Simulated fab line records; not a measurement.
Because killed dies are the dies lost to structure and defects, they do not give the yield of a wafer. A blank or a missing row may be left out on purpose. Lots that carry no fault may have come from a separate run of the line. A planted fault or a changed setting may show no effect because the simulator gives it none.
Shared-tool check -- flow nand harc -- 3 lots, 3 wafers sampled

## REASON FOR OPENING
On 1 of the 3 lots, a flag is raised at NHARC_END_SORT_01 on the reading killed at array. Wafers without a fault read 61, standard deviation 20.
Rule: a lot gets a flag if all its wafers with a number sit over 4 standard deviations from that mean, or if no wafer of it has a number. All remaining lots are regarded as sound.

lot,measured,on,"killed at array, wafer by wafer",flag
L559,day 29 18:48,prober-01,30,
L560,day 30 04:12,prober-02,93,
L566,day 33 04:33,prober-01,176,FLAGGED
On average the flagged lots' numbers are 176, which is +115 against the usual, or +6 standard deviations.

## TOOL THAT RAN EACH LOT
The record holds 4 process steps before the reading, out of a route of 1302 steps. Read each cell as the tool, then ch plus the chambers that the sampled wafers visited, then the start.
lot,flag,NHARC_A_STAIRCASE_ETCH_19,NHARC_A_STAIRCASE_CMP_152,NHARC_A_STAIRCASE_DEP_471,NHARC_A_SGD_CUT_DEP_00
L559,,"rie diel-07 ch 0,3, day 21 03:35","cmp-02 ch 1,2,3, day 24 12:25","pecvd-02 ch 0,1,2, day 24 13:39","pecvd-02 ch 1,2, day 24 14:23"
L560,,"rie diel-11 ch 2,3, day 21 09:04","cmp-03 ch 2,3, day 24 12:32","pecvd-03 ch 0,1,2, day 24 14:13","pecvd-02 ch 0,1, day 24 14:59"
L566,FLAGGED,"rie diel-07 ch 2, day 23 11:05","cmp-04 ch 1, day 26 20:01","pecvd-01 ch 1, day 27 00:08","pecvd-04 ch 2, day 27 04:42"
What these steps do:
- NHARC_A_STAIRCASE_ETCH_19: etches the open film in C4F8/O2, target depth 100 nm, time 40.5 s.
- NHARC_A_STAIRCASE_CMP_152: polishes.
- NHARC_A_STAIRCASE_DEP_471: deposits SiO2, target thk 100 nm.
- NHARC_A_SGD_CUT_DEP_00: deposits SiNx, target thk 50 nm.
- NHARC_END_SORT_01

## FLAGGED OVER TOTAL, TOOL BY TOOL (the gauges that took the reading come last)
step,tool,lots run,flagged,share of the flagged lots,sound lots run after its first flagged lot
NHARC_A_STAIRCASE_ETCH_19,rie diel-07,2,1,all,0
NHARC_A_STAIRCASE_ETCH_19,rie diel-11,1,0,none,-
NHARC_A_STAIRCASE_CMP_152,cmp-02,1,0,none,-
NHARC_A_STAIRCASE_CMP_152,cmp-03,1,0,none,-
NHARC_A_STAIRCASE_CMP_152,cmp-04,1,1,all,0
NHARC_A_STAIRCASE_DEP_471,pecvd-01,1,1,all,0
NHARC_A_STAIRCASE_DEP_471,pecvd-02,1,0,none,-
NHARC_A_STAIRCASE_DEP_471,pecvd-03,1,0,none,-
NHARC_A_SGD_CUT_DEP_00,pecvd-02,2,0,none,-
NHARC_A_SGD_CUT_DEP_00,pecvd-04,1,1,all,0
NHARC_END_SORT_01,prober-01,2,1,all,0
NHARC_END_SORT_01,prober-02,1,0,none,-

## WHAT THE TABLE ALLOWS
5 rows of the table ran every flagged lot: rie diel-07 at NHARC_A_STAIRCASE_ETCH_19, cmp-04 at NHARC_A_STAIRCASE_CMP_152, pecvd-01 at NHARC_A_STAIRCASE_DEP_471, pecvd-04 at NHARC_A_SGD_CUT_DEP_00, prober-01 at NHARC_END_SORT_01.
- rie diel-07 at NHARC_A_STAIRCASE_ETCH_19 ran 2 lots, 1 of them flagged. It ran its last sound lot, L559, at day 21 03:35 and its first flagged lot, L566, at day 23 11:05: a fault with its onset between the two fits.
- cmp-04 at NHARC_A_STAIRCASE_CMP_152: 1 of its 1 lot flagged. It ran no sound lot before its first flagged lot in this sample, so the start can't be narrowed down.
- pecvd-01 at NHARC_A_STAIRCASE_DEP_471: 1 of its 1 lot flagged. It ran no sound lot before its first flagged lot in this sample, so the start can't be narrowed down.
- pecvd-04 at NHARC_A_SGD_CUT_DEP_00: 1 of its 1 lot flagged. It ran no sound lot before its first flagged lot in this sample, so the start can't be narrowed down.
- prober-01 at NHARC_END_SORT_01 ran 2 lots, 1 of them flagged. It ran its last sound lot, L559, at day 29 18:48 and its first flagged lot, L566, at day 33 04:33: a fault with its onset between the two fits.
A lot count leaves these 5 tools indistinguishable: every one of them fits a fault beginning at some hour. More lots, or a look at what each step does to the wafer, might.

## WHAT THE SIMULATOR HAD INSERTED
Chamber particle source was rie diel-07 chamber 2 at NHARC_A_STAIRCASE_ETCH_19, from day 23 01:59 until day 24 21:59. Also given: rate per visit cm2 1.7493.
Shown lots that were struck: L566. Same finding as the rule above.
